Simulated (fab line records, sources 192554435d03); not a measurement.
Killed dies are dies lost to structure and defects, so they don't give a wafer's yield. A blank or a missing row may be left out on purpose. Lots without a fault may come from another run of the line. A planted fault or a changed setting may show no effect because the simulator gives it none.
Split-lot experiment | flow n5_finfet | 7 lots, 21 wafers read, on a route of 1938 steps

THE SPLIT
At N5_BEOL_M6_COAT_60 (time 60 s, resist thk 35 nm), the setting spin_rpm was moved away from the recipe's 1500 rpm on 7 of the 21 wafers read, by -5.8% to +9.3%. The other wafers ran this setting at the recipe's value.

FROM THE SPLIT TO THE READING: what the file shows between them, 3 steps
- N5_BEOL_M6_COAT_05: resist thk 90 nm
- N5_BEOL_M6_EBR_07
- N5_BEOL_M6_DESCUM_16: chemistry O2, time 7.9 s

THE READING
etch.depth_nm (the simulator's own value, which no gauge read), in nm, at N5_BEOL_M6_ETCH_61 (etches SiARC in CF4, target depth 45.5 nm, time 75.8 s). The file gives no usual value for it. The 14 wafers here that ran the recipe average 34.98 nm, standard deviation 0.094 nm.

wafer  | tool, chamber at the split | spin_rpm as run, rpm | against the recipe | etch.depth_nm, nm | against lot-mates on the recipe
L080.2 | litho_track-01, 0          | 1500                 | recipe             | 34.86             | -
L080.3 | litho_track-01, 0          | 1500                 | recipe             | 34.87             | -
L080.5 | litho_track-01, 0          | 1500                 | recipe             | 34.92             | -
L082.1 | litho_track-03, 0          | 1418                 | -5.5%              | 36.11             | +0.95
L082.4 | litho_track-03, 0          | 1418                 | -5.5%              | 36.14             | +0.98
L082.6 | litho_track-03, 0          | 1500                 | recipe             | 35.16             | -
L083.1 | litho_track-03, 0          | 1500                 | recipe             | 34.88             | -
L083.3 | litho_track-03, 0          | 1639                 | +9.3%              | 33.47             | -1.41
L083.5 | litho_track-03, 0          | 1639                 | +9.3%              | 33.54             | -1.34
L090.4 | litho_track-01, 0          | 1500                 | recipe             | 35.06             | -
L090.5 | litho_track-01, 0          | 1500                 | recipe             | 35.14             | -
L090.6 | litho_track-01, 0          | 1500                 | recipe             | 35.09             | -
L091.2 | litho_track-01, 0          | 1413                 | -5.8%              | 36.13             | no lot-mate on the recipe
L091.3 | litho_track-01, 0          | 1413                 | -5.8%              | 36.01             | no lot-mate on the recipe
L091.6 | litho_track-01, 0          | 1413                 | -5.8%              | 36.09             | no lot-mate on the recipe
L092.1 | litho_track-01, 0          | 1500                 | recipe             | 35                | -
L092.3 | litho_track-01, 0          | 1500                 | recipe             | 34.96             | -
L092.6 | litho_track-01, 0          | 1500                 | recipe             | 34.97             | -
L096.1 | litho_track-03, 0          | 1500                 | recipe             | 34.9              | -
L096.5 | litho_track-03, 0          | 1500                 | recipe             | 34.99             | -
L096.6 | litho_track-03, 0          | 1500                 | recipe             | 34.98             | -

THE FIT
A straight line over all 21 wafers: etch.depth_nm changes by -0.176 nm for each +1% of spin_rpm; r = -0.99; the points scatter about the line by 0.11 nm.
The same after taking each lot's own level away (the mean of its wafers on the recipe; 18 wafers): -0.156 nm for each +1%; r = -1.00; scatter 0.051 nm.
On that fit, the largest move of spin_rpm shifts the reading by 1.4 nm.
The lots' own levels span 34.880 to 35.160 nm, that is 3.0 times the standard deviation above.
So the lot-to-lot level changes the slope: the two fits differ.
Check: with one of the wafers moved furthest among these (+9.3%) left out of the fit, the line predicts -1.44 nm for it against its lot-mates. It came out at -1.41 nm against them.

OTHER SPLITS ON THESE WAFERS
These wafers also went through other splits before the reading. Each is held against what the fit with the lots' levels taken away leaves over:
other split on the same wafers    | wafers away from the commonest value | r with etch.depth_nm (lot level and that fit taken away)
N5_BEOL_M2_EXPOSE_25 dose_mj      | 4                                    | -0.73
N5_BEOL_M3_ILD_DEP_00 time_s      | 7                                    | +0.15
N5_BEOL_M3_HM_DEP_02 target_thk_a | 6                                    | -0.30
N5_BEOL_M4_ETCH_70 bias_w         | 8                                    | +0.13
N5_BEOL_M5_HM_DEP_02 target_thk_a | 9                                    | +0.00

THE WHOLE CHAIN: every reading that the file lists as answering this split, in the file's order
step               | what it does                                           | reading                                                                            | change (the file's fit)               | r (the file's)
N5_BEOL_M6_COAT_60 | time 60 s, resist thk 35 nm                            | SiARC_of_BEOL_M6_COAT_60.thk_nm (the simulator's own value, which no gauge read)   | -0.151 nm for each +1% of the setting | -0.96
N5_BEOL_M6_ETCH_61 | etches SiARC in CF4, target depth 45.5 nm, time 75.8 s | CAR-ArF_of_BEOL_M6_COAT_05.thk_nm (the simulator's own value, which no gauge read) | +0.129 nm for each +1% of the setting | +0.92
N5_BEOL_M6_ETCH_61 | etches SiARC in CF4, target depth 45.5 nm, time 75.8 s | etch.depth_nm (the simulator's own value, which no gauge read)                     | -0.156 nm for each +1% of the setting | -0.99

THE FILE'S OWN FIT
etch.depth_nm changes by -0.156 nm for each +1% of spin_rpm, r = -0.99.
